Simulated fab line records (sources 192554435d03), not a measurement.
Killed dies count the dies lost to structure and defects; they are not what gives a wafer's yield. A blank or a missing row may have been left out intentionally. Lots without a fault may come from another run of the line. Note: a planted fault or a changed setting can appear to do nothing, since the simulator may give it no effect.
Split-lot trial | flow n5 finfet | 7 lots, 39 wafers read, on a route of 1938 steps

== SPLIT DETAILS ==
At N5_BEOL_M2_ILD_DEP_00 (deposits SiOC from DEMS/O2, target thk 79 nm, time 15.3 s), the setting target thk a was moved away from the recipe's 790 angstrom on 12 of the 39 wafers read, by -54.9% to +35.3%. For the rest of the wafers, this setting stayed at what the recipe calls for.

The file shows no step between the split and the reading.

== THE READING ==
M2_ILD_THK (nm), taken at N5_BEOL_M2_THK_MEAS_01. Fault-free wafers of this fab line usually give 79.0 nm, standard deviation 1 nm.

wafer  | tool, chamber at the split | target thk a as run, angstrom | against the recipe | M2_ILD_THK, nm | against lot-mates on the recipe
L075.1 | pecvd-03, 1,0              | 790                           | recipe             | 79.5           | -
L075.2 | pecvd-03, 1,0              | 790                           | recipe             | 79.5           | -
L075.3 | pecvd-03, 2                | 446.4                         | -43.5%             | 45.2           | -34.5
L075.4 | pecvd-03, 0                | 446.4                         | -43.5%             | 45.5           | -34.2
L075.5 | pecvd-03, 2                | 446.4                         | -43.5%             | 46.8           | -32.9
L075.6 | pecvd-03, 1                | 790                           | recipe             | 80.2           | -
L084.1 | pecvd-04, 0,2,2            | 790                           | recipe             | 78.7           | -
L084.2 | pecvd-04, 0,2,2            | 790                           | recipe             | 78.6           | -
L084.3 | pecvd-04, 0,2              | 790                           | recipe             | 80.0           | -
L084.4 | pecvd-04, 0,2              | 790                           | recipe             | 80.0           | -
L084.5 | pecvd-04, 0,2,2            | 790                           | recipe             | 78.7           | -
L084.6 | pecvd-04, 0                | 790                           | recipe             | 79.2           | -
L085.1 | pecvd-03, 0                | 355.9                         | -54.9%             | 32.7           | -46.0
L085.2 | pecvd-03, 1                | 355.9                         | -54.9%             | 35.8           | -42.9
L085.3 | pecvd-03, 2                | 790                           | recipe             | 79.2           | -
L085.4 | pecvd-03, 2                | 355.9                         | -54.9%             | 36.1           | -42.6
L085.5 | pecvd-03, 1                | 790                           | recipe             | 78.7           | -
L085.6 | pecvd-03, 0                | 790                           | recipe             | 78.2           | -
L087.1 | pecvd-03, 0                | 790                           | recipe             | 77.1           | -
L087.2 | pecvd-03, 1,0              | 1069                          | +35.3%             | 105.8          | +27.3
L087.3 | pecvd-03, 1,0              | 1069                          | +35.3%             | 105.9          | +27.4
L087.4 | pecvd-03, 1                | 1069                          | +35.3%             | 106.9          | +28.4
L087.5 | pecvd-03, 1,0              | 790                           | recipe             | 79.2           | -
L087.6 | pecvd-03, 1,0              | 790                           | recipe             | 79.1           | -
L094.1 | pecvd-04, 1                | 790                           | recipe             | 80.1           | -
L094.2 | pecvd-04, 2                | 1038                          | +31.4%             | 104.5          | +24.2
L094.3 | pecvd-04, 0                | 790                           | recipe             | 79.6           | -
L094.4 | pecvd-04, 1                | 1038                          | +31.4%             | 105.8          | +25.5
L094.5 | pecvd-04, 0                | 1038                          | +31.4%             | 105.3          | +25.0
L094.6 | pecvd-04, 2                | 790                           | recipe             | 81.1           | -
L091.1 | pecvd-02, 0                | 790                           | recipe             | 78.2           | -
L091.4 | pecvd-02, 1                | 790                           | recipe             | 78.4           | -
L091.5 | pecvd-02, 0                | 790                           | recipe             | 79.4           | -
L095.1 | pecvd-04, 2,1,0            | 790                           | recipe             | 78.8           | -
L095.2 | pecvd-04, 2,1,0            | 790                           | recipe             | 78.9           | -
L095.3 | pecvd-04, 0                | 790                           | recipe             | 78.1           | -
L095.4 | pecvd-04, 2,1,0            | 790                           | recipe             | 78.8           | -
L095.5 | pecvd-04, 2                | 790                           | recipe             | 79.3           | -
L095.6 | pecvd-04, 1                | 790                           | recipe             | 79.1           | -
Where a row lists several chambers, the file gives one row for several wafers and doesn't say which wafer went through which chamber.

FIT RESULTS
A straight line over all 39 wafers: M2_ILD_THK changes by +0.792 nm for each +1% of target thk a; r = +1.00; the points scatter about the line by 1 nm.
The same after taking each lot's own level away (the mean of its wafers on the recipe; 39 wafers): +0.79 nm for each +1%; r = +1.00; scatter 0.74 nm.
Per that fit: largest target thk a move, reading shift of 43 nm.
Across the lots, their own levels run from 78.47 to 80.27 nm, a range of 1.8 times the standard deviation given above.
The two slopes are in agreement: the lot-to-lot level therefore moves the slope only a little.
Check: -42.9 nm against its lot-mates is what the line predicts for one of the wafers moved furthest among these (-54.9%) when that wafer is left out of the fit. Against them it came out at -46 nm.

== THE WHOLE CHAIN: every reading that the file lists as answering this split, in the file's order ==
step                   | what it does                                              | reading                                                                            | change (the file's fit)              | r (the file's)
N5_BEOL_M2_ILD_DEP_00  | deposits SiOC from DEMS/O2, target thk 79 nm, time 15.3 s | SiOC_of_BEOL_M2_ILD_DEP_00.thk nm (the simulator's own value, which no gauge read) | +0.79 nm for each +1% of the setting | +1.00
N5_BEOL_M2_THK_MEAS_01 |                                                           | M2_ILD_THK                                                                         | +0.79 for each +1% of the setting    | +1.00

== FILE'S OWN FIT ==
M2_ILD_THK changes by +0.79 nm for each +1% of target thk a, r = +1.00.
